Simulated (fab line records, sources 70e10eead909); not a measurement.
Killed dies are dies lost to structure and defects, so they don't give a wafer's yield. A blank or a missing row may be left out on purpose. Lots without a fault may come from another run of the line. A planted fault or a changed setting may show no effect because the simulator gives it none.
A struck lot beside a sound one | flow nand_harc | 13 steps out of a route of 1159
Sound: wafers L967.1, L967.2, L967.6. Struck: wafer L983.5. (L983.4, L983.6 of the same lot were not struck and are left out.) The cause comes at the end.
At each step with rows: each side's tool, then ch and its chambers, then its first start. Under that, the readings that differ: sound wafers | struck wafers | difference of the means | sigmas: that difference in standard deviations of wafers without a fault.
alike: readings whose means differ by less than 2 such deviations, and words and numbers that are the same on both sides. not compared: withheld readings, readings that some wafer has no value for, bounds like >300 that may hide the same value, and numbers for which the record gives no deviation and whose values overlap.
The two part at a step that has a row with sigmas, a row that says differs or no value, or rows on one side only. Numbers that don't overlap but have no deviation are shown without sigmas and don't part them. A reading that every wafer of one side lacks parts them only if that side has two wafers or more.

first, 1 step without rows for these wafers: NHARC_A_SLIT_SRD_20.
NHARC_A_SLIT_CD_MEAS_21:
  sound on cd_sem-03, day 15 03:40; struck on cd_sem-02, day 19 07:58
  alike: cd_nm
then, 3 steps without rows for these wafers: NHARC_A_SIN_REMOVE_WET_00 (chemistry H3PO4, time 15300 s); NHARC_A_SIN_REMOVE_PRECLEAN_01 (cleans in SC1); NHARC_A_SIN_REMOVE_SRD_02.
NHARC_A_SIN_REMOVE_INSPECT_04:
  sound on defect_inspect-01, day 15 10:29; struck on defect_inspect-01, day 19 13:36
  alike: raw_defect_count
NHARC_A_WL_FILL_ALD_00: deposits Al2O3, target thk 3 nm, pulse time 3 s, ald cycles 30.
  sound on ald_hk-04 ch 1,2, day 15 12:40; struck on ald_hk-02 ch 3, day 19 14:10
  alike: heater_power_w, precursor_pulse_height_rel
NHARC_A_WL_FILL_RTA_01: time 5 s.
  sound on rtp_anneal-01 ch 0, day 15 12:56; struck on rtp_anneal-01 ch 0, day 19 14:27
  alike: lamp_power_pct, lamp_zone_1_pct, lamp_zone_4_pct, wafer_temp_C_max
NHARC_A_WL_FILL_ALD_02: deposits TiN, target thk 2 nm, pulse time 3 s, ald cycles 100.
  sound on ald_metal-04 ch 1,3, day 15 13:12; struck on ald_metal-01 ch 2, day 19 14:37
  alike: heater_power_w, precursor_pulse_height_rel
NHARC_A_WL_FILL_CVD_03: deposits W, target thk 40 nm, time 3302 s.
  sound on cvd_w-01 ch 0,1, day 15 17:20; struck on cvd_w-02 ch 0, day 19 19:23
  alike: heater_power_w, mfc_ar_sccm, mfc_h2_sccm, throttle_valve_pct
NHARC_A_WL_FILL_ETCHBACK_04: etches the open film in NF3, target depth 60 nm, time 120 s.
  sound on rie_metal-02 ch 0,1, day 15 20:39; struck on rie_metal-02 ch 0, day 19 21:21
  reading          | sound             | struck | difference | sigmas
  run_length_s (s) | 141.8 142.2 141.9 | 138.0  | -4.0       | -8
  alike: drypump_motor_current_A, oes_product_au
  not compared: rf_hours_counter_h
NHARC_A_WL_FILL_ETCHBACK_05: etches the open film in Cl2/BCl3, target depth 22 nm, time 60 s.
  sound on rie_metal-02 ch 0,1, day 15 20:53; struck on rie_metal-02 ch 0, day 19 21:33
  alike: drypump_motor_current_A, oes_product_au, run_length_s, temp_c
  not compared: rf_hours_counter_h
then, 1 step without rows for these wafers: NHARC_END_SORT_01.

WHERE THEY PART
Only at NHARC_A_WL_FILL_ETCHBACK_04, within this record. Later steps at which nothing parts them and some readings are alike: NHARC_A_WL_FILL_ETCHBACK_05.

WHY: what the simulator had put in
Process parameter drift: rie_metal-02, from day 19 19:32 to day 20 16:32, at NHARC_A_WL_FILL_ETCHBACK_04. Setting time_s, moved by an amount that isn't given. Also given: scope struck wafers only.
